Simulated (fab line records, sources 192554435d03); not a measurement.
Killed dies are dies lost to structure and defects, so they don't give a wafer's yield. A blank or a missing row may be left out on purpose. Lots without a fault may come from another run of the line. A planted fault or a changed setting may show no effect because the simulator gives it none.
Chamber matching | flow n5_finfet | N5_BEOL_M2_DESCUM_16 on rie_diel-04: 4 sister chambers
The step chemistry O2, time 7 s. 20 wafers are shown with their chamber, then 10 later ones without.

WAFERS WITH THEIR CHAMBER
wafer  | chamber | drypump_motor_current_A (A) | showerhead_plenum_p_Torr (Torr) | throttle_valve_pct (%)
L075.1 | 3       | 5.0                         | 2.16                            | 20.45
L075.2 | 0       | 6.1                         | 2.14                            | 20.41
L075.5 | 0       | 6.0                         | 2.14                            | 20.41
L077.2 | 2       | 5.7                         | 2.13                            | 20.61
L077.3 | 3       | 5.0                         | 2.15                            | 20.45
L077.4 | 1       | 5.6                         | 1.95                            | 20.32
L078.2 | 1       | 5.6                         | 1.95                            | 20.33
L078.3 | 3       | 5.1                         | 2.15                            | 20.45
L078.4 | 3       | 5.1                         | 2.15                            | 20.45
L079.2 | 3       | 5.0                         | 2.15                            | 20.46
L079.3 | 1       | 5.6                         | 1.95                            | 20.31
L079.6 | 1       | 5.6                         | 1.95                            | 20.32
L084.2 | 0       | 6.0                         | 2.14                            | 20.13
L084.3 | 3       | 5.1                         | 2.15                            | 19.88
L084.4 | 2       | 5.7                         | 2.13                            | 20.61
L086.1 | 3       | 5.1                         | 2.15                            | 19.91
L086.2 | 2       | 5.6                         | 2.12                            | 20.65
L086.6 | 0       | 6.0                         | 2.13                            | 20.13
L088.2 | 1       | 5.6                         | 2.21                            | 20.04
L088.5 | 1       | 5.6                         | 2.21                            | 20.03

SIGNATURES (means of the wafers above)
reading                  | chamber 0 | chamber 1 | chamber 2 | chamber 3 | scatter within a chamber
drypump_motor_current_A  | 6.025     | 5.600     | 5.667     | 5.057     | 0.0442
showerhead_plenum_p_Torr | 2.1375    | 2.0367    | 2.1267    | 2.1514    | 0.0752
throttle_valve_pct       | 20.2700   | 20.2250   | 20.6233   | 20.2929   | 0.199
Rule: a wafer's distance from a chamber is the root of the sum, over the readings, of the square of ((its reading less the chamber's mean) divided by the reading's scatter). The wafer belongs to the nearest chamber; if the next one is less than 2 further off, it can't be placed. The scatter: the root of (the sum of the squares of (reading less its chamber's mean) over the shown wafers, divided by (wafers less chambers)).

WAFERS WITHOUT THEIR CHAMBER
wafer  | drypump_motor_current_A (A) | showerhead_plenum_p_Torr (Torr) | throttle_valve_pct (%)
L088.6 | 5.1                         | 2.15                            | 19.89
L094.1 | 6.0                         | 2.13                            | 20.14
L094.5 | 5.7                         | 2.12                            | 20.42
L094.6 | 5.1                         | 2.14                            | 19.92
L093.2 | 5.1                         | 2.14                            | 19.93
L093.3 | 6.0                         | 2.13                            | 20.18
L093.5 | 6.0                         | 2.13                            | 20.17
L097.3 | 6.0                         | 2.12                            | 20.17
L097.5 | 6.0                         | 2.12                            | 20.19
L097.6 | 5.6                         | 2.20                            | 20.07

WHICH CHAMBER EACH WENT THROUGH
wafer  | from the rows above     | in truth
L088.6 | 3                       | 3
L094.1 | 0                       | 0
L094.5 | can't be placed: 2 or 1 | 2
L094.6 | 3                       | 3
L093.2 | 3                       | 3
L093.3 | 0                       | 0
L093.5 | 0                       | 0
L097.3 | 0                       | 0
L097.5 | 0                       | 0
L097.6 | can't be placed: 1 or 2 | 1
Placed correctly: 8 of 10. Can't be placed from these rows: 2 (the true chamber is among the candidates in 2). Placed wrongly: 0.
